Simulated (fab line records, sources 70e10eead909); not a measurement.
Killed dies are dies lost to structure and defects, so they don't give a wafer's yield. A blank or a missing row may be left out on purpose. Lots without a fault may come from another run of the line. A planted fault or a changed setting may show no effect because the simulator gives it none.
Which tool did it? | flow nand_harc | 14 lots, 42 wafers sampled, at 2 steps of a route of 1159

WHAT THE GAUGES READ, wafer by wafer
NHARC_A_SIN_REMOVE_INSPECT_04. Usual: raw_defect_count 310, standard deviation 91.
lot  | measured     | on                | raw_defect_count | flag
L863 | day 14 21:44 | defect_inspect-02 | 334 327 342      |
L866 | day 15 07:05 | defect_inspect-02 | 299 217 198      |
L869 | day 16 11:56 | defect_inspect-01 | 303 255 478      |
L867 | day 16 11:58 | defect_inspect-02 | 255 223 223      |
L872 | day 17 01:28 | defect_inspect-02 | 403 391 354      |
L870 | day 17 04:35 | defect_inspect-02 | 335 391 257      |
L873 | day 17 15:23 | defect_inspect-01 | 304 254 317      |
L875 | day 17 21:35 | defect_inspect-01 | 214 284 240      |
L876 | day 18 01:20 | defect_inspect-02 | 347 547 456      |
L874 | day 18 01:18 | defect_inspect-01 | 234 214 296      |
L884 | day 20 00:14 | defect_inspect-02 | 328 308 317      |
L881 | day 20 00:14 | defect_inspect-01 | 277 446 289      |
L885 | day 20 09:07 | defect_inspect-02 | 253 212 230      |
L886 | day 20 18:54 | defect_inspect-01 | 274 195 185      |

WHICH TOOL RAN EACH LOT (tool, then ch and the chambers of the sampled wafers, then the start)
lot  | NHARC_A_SLIT_STRIP_18
L863 | rie_diel-07 ch 1,2, day 14 21:44 or earlier
L866 | rie_diel-01 ch 0,2,3, day 15 07:05 or earlier
L869 | rie_diel-01 ch 1,3, day 16 11:56 or earlier
L867 | rie_diel-07 ch 0,1,3, day 16 11:58 or earlier
L872 | rie_diel-06 ch 1,3, day 17 01:28 or earlier
L870 | rie_diel-07 ch 0,2,3, day 17 04:35 or earlier
L873 | rie_diel-06 ch 0,1, day 17 15:23 or earlier
L875 | rie_diel-01 ch 0,3, day 17 21:35 or earlier
L876 | rie_diel-06 ch 0,1,2, day 18 01:20 or earlier
L874 | rie_diel-06 ch 1,3, day 18 01:18 or earlier
L884 | rie_diel-06 ch 1,2,3, day 20 00:14 or earlier
L881 | rie_diel-06 ch 0,1, day 20 00:14 or earlier
L885 | rie_diel-01 ch 0,1,3, day 20 09:07 or earlier
L886 | rie_diel-01 ch 0,1,3, day 20 18:54 or earlier
- NHARC_A_SLIT_STRIP_18: strips in O2.

WHAT THE TOOLS THEMSELVES READ (means of the sampled wafers that have a number; where no wafer has one, the mark that the record gives instead)
NHARC_A_SLIT_STRIP_18. Usual: chamber_pressure_mTorr 60.00 mTorr, standard deviation 0.058; drypump_motor_current_A 5.5 A, standard deviation 0.67; oes_product_au 0.997 a.u., standard deviation 0.007; rf_vpp_V 57.8 V, standard deviation 0.9; showerhead_plenum_p_Torr 3.57 Torr, standard deviation 0.084; throttle_valve_pct 17.037 %, standard deviation 0.0093.
lot  | tool        | chamber_pressure_mTorr (mTorr) | drypump_motor_current_A (A) | oes_product_au (a.u.) | rf_vpp_V (V) | showerhead_plenum_p_Torr (Torr) | throttle_valve_pct (%) | flag
L863 | rie_diel-07 | 59.99                          | 5.5                         | 1.000                 | 58.1         | 3.58                            | 17.041                 |
L866 | rie_diel-01 | 59.95                          | 5.5                         | 0.996                 | 57.9         | 3.58                            | 17.033                 |
L869 | rie_diel-01 | 60.02                          | 5.6                         | 1.008                 | 57.4         | 3.48                            | 17.035                 |
L867 | rie_diel-07 | 60.01                          | 5.3                         | 1.004                 | 58.0         | 3.60                            | 17.031                 |
L872 | rie_diel-06 | 60.00                          | 6.1                         | 0.993                 | 57.4         | 3.61                            | 17.046                 |
L870 | rie_diel-07 | 59.98                          | 5.3                         | 1.002                 | 57.7         | 3.54                            | 17.039                 |
L873 | rie_diel-06 | 60.03                          | 5.4                         | 1.000                 | 57.0         | 3.50                            | 17.038                 |
L875 | rie_diel-01 | 60.02                          | 5.7                         | 0.993                 | 58.3         | 3.59                            | 17.046                 |
L876 | rie_diel-06 | 59.95                          | 5.3                         | 0.992                 | 57.7         | 3.55                            | 17.045                 |
L874 | rie_diel-06 | 60.00                          | 6.1                         | 0.994                 | 57.9         | 3.61                            | 17.044                 |
L884 | rie_diel-06 | 60.03                          | 5.4                         | 0.995                 | 57.4         | 3.60                            | 17.029                 |
L881 | rie_diel-06 | 59.93                          | 5.8                         | 1.000                 | 59.0         | 3.50                            | 17.033                 |
L885 | rie_diel-01 | 60.00                          | 5.7                         | 0.994                 | 57.6         | 3.53                            | 17.040                 |
L886 | rie_diel-01 | 59.98                          | 5.7                         | 0.994                 | 58.2         | 3.53                            | 17.028                 |

THE ANSWER, worked out from the rows above alone
Rule: a lot is off if the mean of its wafers that have a number lies more than 3 standard deviations from the usual mean. A lot without any number at a reading at which 4 lots or more have one is off too. The other lots that the step has rows for count as sound. The gauges are gone through in route order, then the tools' own readings, and for those a lot's mean is taken as printed above. The first step at which some lot is off is used, and at that step the reading that is off furthest; a lot without a number counts as furthest.
No lot is off at any reading shown: from this, nothing can be told.

WHAT THE SIMULATOR HAD PUT IN
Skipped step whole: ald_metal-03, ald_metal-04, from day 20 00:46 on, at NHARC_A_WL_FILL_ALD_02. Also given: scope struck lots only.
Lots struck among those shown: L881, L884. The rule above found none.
